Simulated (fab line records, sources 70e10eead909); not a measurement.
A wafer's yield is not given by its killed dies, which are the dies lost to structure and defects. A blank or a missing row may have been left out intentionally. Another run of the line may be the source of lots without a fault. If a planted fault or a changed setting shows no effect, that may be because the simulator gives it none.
Which tool was responsible?	flow nand-harc	13 lots, 39 wafers sampled, at 6 steps of a route of 1159

WHAT EACH GAUGE READ, for each wafer
NHARC_A_SGD_CUT_CD_MEAS_09: the cd target is 100 nm.
lot	measured	on	cd-nm (nm)
L107	day 13 14:08	cd-sem-01	99.1 99.6 98.9
L112	day 14 08:44	cd-sem-02	100.8 100.8 101.0
L108	day 14 09:56	cd-sem-01	99.7 99.4 99.3
L109	day 14 08:30	cd-sem-03	99.7 99.5 100.1
L110	day 14 09:41	cd-sem-02	101.0 100.0 100.8
L113	day 15 23:32	cd-sem-03	100.2 100.3 100.3
L115	day 16 07:38	cd-sem-01	100.2 100.1 99.9
L118	day 16 14:16	cd-sem-02	100.4 99.7 100.2
L125	day 17 17:33	cd-sem-03	100.2 100.0 99.7
L122	day 18 03:12	cd-sem-01	100.4 99.7 99.8
L128	day 18 20:32	cd-sem-03	100.3 100.3 99.8
L129	day 19 11:10	cd-sem-03	100.2 100.2 99.5
L130	day 19 10:46	cd-sem-03	99.5 100.0 100.2

NHARC_END_SORT_01.
lot	measured	on	killed-at-array	killed-at-other	killed-at-periphery	killed-dies	killed-open	killed-short
L115	day 21 09:46	prober-02	70 37 39	4 3 1	4 5 2	78 45 42	4 4 3	3 5 2
L118	day 21 23:27	prober-01	19 13 18	0 0 0	4 1 5	23 14 23	4 2 5	4 1 3
L125	day 23 09:34	prober-02	42 38 46	2 3 3	5 5 3	49 46 52	7 5 4	1 3 2

WHAT TOOL EACH LOT RAN ON (gives the tool, then ch and the chambers of the sampled wafers, and finally the start)
lot	NHARC_A_STAIRCASE_STRIP_172	NHARC_A_STAIRCASE_DEP_325	NHARC_A_STAIRCASE_CMP_450	NHARC_A_SGD_CUT_DEP_00
L107	wet-bench-07 ch 0,3,5, day 10 16:40	pecvd-01 ch 0,1,2, day 13 00:47	cmp-04 ch 0,1,2, day 13 11:32	pecvd-01 ch 0,1,2, day 13 13:29
L112	wet-bench-09 ch 2,3,6, day 11 08:17	pecvd-01 ch 0,1,2, day 13 18:37	cmp-04 ch 0,3, day 14 05:56	pecvd-03 ch 0,1,2, day 14 08:01
L108	wet-bench-07 ch 2,3,5, day 11 08:27	pecvd-02 ch 0,1,2, day 13 18:58	cmp-03 ch 0,1, day 14 07:14	pecvd-03 ch 0,1,2, day 14 09:18
L109	wet-bench-09 ch 3,6,7, day 11 11:40	pecvd-03 ch 0,1,2, day 13 18:52	cmp-04 ch 1,2,3, day 14 05:40	pecvd-01 ch 0,1,2, day 14 07:47
L110	wet-bench-05 ch 1,3,6, day 11 11:42	pecvd-01 ch 0,1,2, day 13 19:11	cmp-03 ch 0,1,3, day 14 07:07	pecvd-03 ch 0,2, day 14 08:58
L113	wet-bench-05 ch 1,5,7, day 12 23:54	pecvd-03 ch 0,1,2, day 15 09:57	cmp-04 ch 0,1,3, day 15 20:56	pecvd-03 ch 0,2, day 15 22:49
L115	wet-bench-09 ch 1,2,7, day 13 03:44	pecvd-03 ch 1,2, day 15 14:18	cmp-02 ch 0,1,3, day 16 03:02	pecvd-01 ch 0,1, day 16 07:04
L118	wet-bench-07 ch 1,3,4, day 13 08:54	pecvd-01 ch 0,1,2, day 16 00:38	cmp-04 ch 2,3, day 16 11:37	pecvd-03 ch 0,2, day 16 13:33
L125	wet-bench-05 ch 3,4,5, day 14 18:51	pecvd-01 ch 1,2, day 17 01:06	cmp-03 ch 0,1,3, day 17 14:26	pecvd-03 ch 1,2, day 17 16:49
L122	wet-bench-05 ch 0,2,6, day 15 02:42	pecvd-01 ch 0,1, day 17 12:46	cmp-03 ch 0,2,3, day 18 00:36	pecvd-04 ch 1,2, day 18 02:36
L128	wet-bench-07 ch 0,3,7, day 15 17:03	pecvd-03 ch 0,2, day 18 06:13	cmp-04 ch 1,2,3, day 18 17:57	pecvd-03 ch 0,2, day 18 19:58
L129	wet-bench-05 ch 0,4,7, day 16 02:16	pecvd-02 ch 0,1, day 18 16:55	cmp-04 ch 0,3, day 19 08:32	pecvd-04 ch 0,1, day 19 10:36
L130	wet-bench-05 ch 2,5,6, day 16 02:51	pecvd-03 ch 0,1, day 18 16:50	cmp-02 ch 0,2,3, day 19 08:14	pecvd-03 ch 1,2, day 19 10:13
- NHARC_A_STAIRCASE_STRIP_172: strips in SPM, time 900 s.
- NHARC_A_STAIRCASE_DEP_325: deposits SiO2, target thk 3800 nm.
- NHARC_A_STAIRCASE_CMP_450: polishes SiO2, target thk 200 nm.
- NHARC_A_SGD_CUT_DEP_00: deposits SiNx, target thk 50 nm.

WHAT THE TOOLS THEMSELVES READ (means of the sampled wafers that have a number; where no wafer has one, the mark that the record gives instead)
NHARC_A_STAIRCASE_DEP_325.
lot	tool	heater-power-w (W)
L107	pecvd-01	626
L112	pecvd-01	644
L108	pecvd-02	639
L109	pecvd-03	664
L110	pecvd-01	682
L113	pecvd-03	626
L115	pecvd-03	613
L118	pecvd-01	729
L125	pecvd-01	629
L122	pecvd-01	639
L128	pecvd-03	713
L129	pecvd-02	687
L130	pecvd-03	659

NHARC_A_STAIRCASE_CMP_450.
lot	tool	motor-current-A (A)
L107	cmp-04	12.3
L112	cmp-04	12.2
L108	cmp-03	13.2
L109	cmp-04	11.1
L110	cmp-03	13.2
L113	cmp-04	12.0
L115	cmp-02	11.8
L118	cmp-04	11.3
L125	cmp-03	13.3
L122	cmp-03	12.2
L128	cmp-04	11.7
L129	cmp-04	12.2
L130	cmp-02	12.4

NHARC_A_SGD_CUT_DEP_00.
lot	tool	heater-power-w (W)
L107	pecvd-01	681
L112	pecvd-03	724
L108	pecvd-03	701
L109	pecvd-01	738
L110	pecvd-03	711
L113	pecvd-03	735
L115	pecvd-01	729
L118	pecvd-03	719
L125	pecvd-03	752
L122	pecvd-04	746
L128	pecvd-03	722
L129	pecvd-04	688
L130	pecvd-03	649

THE ANSWER, worked out from the rows above alone
Rule: what is usual is taken from the lots themselves. Put in order of their means at a reading, lots are off if they are a third of the lots or fewer, leave a main group of 4 or more, and stand apart from it by a gap of 3 or more times the standard deviation of the main group's means; of several such gaps the widest counts. The tables above print the reading to a certain number of digits; a main group whose means all agree to those digits is not used. A lot without any number at a reading at which 4 lots or more have one is off too. The other lots that the step has rows for count as sound. After the gauges, taken in route order, come the tools' own readings; for these a lot's mean is taken, as printed above. At the first step where some lot is off, the reading lying furthest off is the one used; lots without a number count as furthest.
None of the lots is off at any reading shown; this tells nothing.

WHAT WAS PUT IN BY THE SIMULATOR
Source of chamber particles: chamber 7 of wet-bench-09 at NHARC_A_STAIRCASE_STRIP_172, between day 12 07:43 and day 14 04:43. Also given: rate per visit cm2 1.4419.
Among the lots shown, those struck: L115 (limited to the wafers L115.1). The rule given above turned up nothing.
